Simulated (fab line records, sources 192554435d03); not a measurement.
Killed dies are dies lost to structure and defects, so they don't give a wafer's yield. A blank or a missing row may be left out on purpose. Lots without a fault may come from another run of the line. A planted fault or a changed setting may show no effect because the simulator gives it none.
Split-lot experiment | flow n5_finfet | 7 lots, 39 wafers read, on a route of 1938 steps

THE SPLIT
At N5_WELL_APT_EXPOSE_05 (exposes mask NWELL, defocus 0 nm, target cd 200 nm), the setting dose_mj was moved away from the recipe's 20.3 on 18 of the 39 wafers read, by -7.0% to -3.3%. The other wafers ran this setting at the recipe's value.

FROM THE SPLIT TO THE READING: what the file shows between them, 3 steps
- N5_WELL_APT_PEB_06: peb time 90 s
- N5_WELL_APT_DEVELOP_07: develop time 45 s
- N5_WELL_APT_HARDBAKE_12: time 120 s

THE READING
cd_nm, in nm, at N5_WELL_APT_CD_MEAS_08 (target cd 200 nm). Fault-free wafers of this fab line usually give 199.3 nm, standard deviation 1.9 nm.

wafer  | tool, chamber at the split | dose_mj as run | against the recipe | cd_nm, nm | against lot-mates on the recipe
L076.1 | krf_scanner-02, 0          | 20.3           | recipe             | 198.6     | -
L076.2 | krf_scanner-02, 0          | 18.92          | -6.8%              | 190.0     | -8.3
L076.3 | krf_scanner-02, 0          | 18.92          | -6.8%              | 187.8     | -10.5
L076.4 | krf_scanner-02, 0          | 20.3           | recipe             | 197.4     | -
L076.5 | krf_scanner-02, 0          | 18.92          | -6.8%              | 187.3     | -11.0
L076.6 | krf_scanner-02, 0          | 20.3           | recipe             | 198.8     | -
L079.1 | krf_scanner-01, 0          | 18.88          | -7.0%              | 187.3     | -11.7
L079.2 | krf_scanner-01, 0          | 20.3           | recipe             | 196.3     | -
L079.3 | krf_scanner-01, 0          | 20.3           | recipe             | 200.3     | -
L079.4 | krf_scanner-01, 0          | 18.88          | -7.0%              | 187.0     | -12.0
L079.5 | krf_scanner-01, 0          | 18.88          | -7.0%              | 187.3     | -11.7
L079.6 | krf_scanner-01, 0          | 20.3           | recipe             | 200.4     | -
L080.1 | krf_scanner-02, 0          | 20.3           | recipe             | 196.9     | -
L080.2 | krf_scanner-02, 0          | 19.63          | -3.3%              | 195.3     | -1.2
L080.3 | krf_scanner-02, 0          | 19.63          | -3.3%              | 192.8     | -3.7
L080.4 | krf_scanner-02, 0          | 20.3           | recipe             | 194.3     | -
L080.5 | krf_scanner-02, 0          | 20.3           | recipe             | 198.2     | -
L080.6 | krf_scanner-02, 0          | 19.63          | -3.3%              | 191.6     | -4.9
L082.1 | krf_scanner-01, 0          | 20.3           | recipe             | 198.8     | -
L082.3 | krf_scanner-01, 0          | 20.3           | recipe             | 198.4     | -
L082.5 | krf_scanner-01, 0          | 20.3           | recipe             | 198.8     | -
L086.1 | krf_scanner-01, 0          | 19.21          | -5.4%              | 190.7     | -9.8
L086.2 | krf_scanner-01, 0          | 20.3           | recipe             | 200.3     | -
L086.3 | krf_scanner-01, 0          | 20.3           | recipe             | 200.6     | -
L086.4 | krf_scanner-01, 0          | 20.3           | recipe             | 200.7     | -
L086.5 | krf_scanner-01, 0          | 19.21          | -5.4%              | 192.4     | -8.1
L086.6 | krf_scanner-01, 0          | 19.21          | -5.4%              | 191.8     | -8.7
L093.1 | krf_scanner-01, 0          | 19.18          | -5.5%              | 191.4     | -8.9
L093.2 | krf_scanner-01, 0          | 20.3           | recipe             | 200.6     | -
L093.3 | krf_scanner-01, 0          | 20.3           | recipe             | 199.7     | -
L093.4 | krf_scanner-01, 0          | 20.3           | recipe             | 200.5     | -
L093.5 | krf_scanner-01, 0          | 19.18          | -5.5%              | 189.6     | -10.7
L093.6 | krf_scanner-01, 0          | 19.18          | -5.5%              | 191.7     | -8.6
L095.1 | krf_scanner-01, 0          | 19.15          | -5.7%              | 192.1     | -8.6
L095.2 | krf_scanner-01, 0          | 19.15          | -5.7%              | 192.1     | -8.6
L095.3 | krf_scanner-01, 0          | 20.3           | recipe             | 200.8     | -
L095.4 | krf_scanner-01, 0          | 20.3           | recipe             | 200.1     | -
L095.5 | krf_scanner-01, 0          | 20.3           | recipe             | 201.1     | -
L095.6 | krf_scanner-01, 0          | 19.15          | -5.7%              | 192.2     | -8.5

THE FIT
A straight line over all 39 wafers: cd_nm changes by +1.53 nm for each +1% of dose_mj; r = +0.94; the points scatter about the line by 1.6 nm.
The same after taking each lot's own level away (the mean of its wafers on the recipe; 39 wafers): +1.58 nm for each +1%; r = +0.97; scatter 1.2 nm.
On that fit, the largest move of dose_mj shifts the reading by 11 nm.
The lots' own levels span 196.47 to 200.67 nm, that is 2.2 times the standard deviation above.
So the lot-to-lot level changes the slope little: the two slopes agree.
Check: with one of the wafers moved furthest among these (-7.0%) left out of the fit, the line predicts -10.9 nm for it against its lot-mates. It came out at -11.7 nm against them.

THE WHOLE CHAIN: every reading that the file lists as answering this split, in the file's order
step                   | what it does             | reading                                                         | change (the file's fit)              | r (the file's)
N5_WELL_APT_CD_MEAS_08 | target cd 200 nm         | cd_nm                                                           | +1.56 nm for each +1% of the setting | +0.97
N5_WELL_APT_DESCUM_13  | chemistry O2, time 7.9 s | WELL_APT.cd_nm (the simulator's own value, which no gauge read) | +1.56 nm for each +1% of the setting | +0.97

THE FILE'S OWN FIT
cd_nm changes by +1.56 nm for each +1% of dose_mj, r = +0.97.
